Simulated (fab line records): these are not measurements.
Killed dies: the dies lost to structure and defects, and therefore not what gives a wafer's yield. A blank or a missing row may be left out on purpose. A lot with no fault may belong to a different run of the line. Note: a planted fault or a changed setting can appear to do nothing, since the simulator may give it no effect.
Chamber matching    flow n5 finfet    N5_GATE_CUT_CMP_02 on cmp-04 has 4 sister chambers
The step polishes, stops on SiO2, t overpolish 12.7 s, target thk 0 nm. 8 wafers are shown with their chamber, then 12 later ones without.

WAFERS PAIRED WITH THEIR CHAMBERS
wafer   chamber  motor current A (A)  time to endpoint s (s)
L075.1  3        8.5                  27.6
L081.2  3        8.6                  25.1
L084.1  2        11.3                 25.4
L084.2  1        11.3                 21.9
L084.4  0        9.0                  23.0
L088.3  1        11.1                 25.7
L088.4  2        11.2                 27.1
L088.5  0        9.1                  25.3

WAFERS WITH NO CHAMBER GIVEN
wafer   motor current A (A)  time to endpoint s (s)
L089.1  11.1                 27.3
L089.2  10.6                 25.3
L089.6  10.5                 23.4
L090.1  11.1                 24.1
L090.4  9.2                  23.0
L090.5  8.7                  25.5
L093.3  11.7                 26.5
L093.4  11.8                 25.0
L093.6  8.0                  26.1
L094.1  8.4                  25.8
L094.4  9.2                  24.1
L094.5  9.2                  26.5

EACH ONE'S CHAMBER
wafer   from the rows above      in truth
L089.1  can't be placed: 2 or 1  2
L089.2  can't be placed: 1 or 2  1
L089.6  can't be placed: 1 or 2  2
L090.1  can't be placed: 1 or 2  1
L090.4  0                        0
L090.5  3                        3
L093.3  can't be placed: 2 or 1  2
L093.4  can't be placed: 2 or 1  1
L093.6  3                        3
L094.1  3                        3
L094.4  0                        0
L094.5  0                        0
Correct placement for 6 of the 12. Cannot be placed on the basis of these rows: 6; the candidates contain the true chamber in 6. Number placed wrongly: 0.
How it was worked out, from the rows above alone: a wafer's distance from a chamber is the root of the sum, over the readings, of the square of ((its reading less the chamber's mean) divided by the reading's scatter). If the next closest chamber is less than 2 further off than the closest, the wafer can't be placed; otherwise it belongs to the closest. Each chamber's mean is taken over the wafers shown for it. The scatter is the square root of a quotient: the sum, over the shown wafers, of each reading's squared deviation from its chamber's mean, divided by wafers minus chambers.
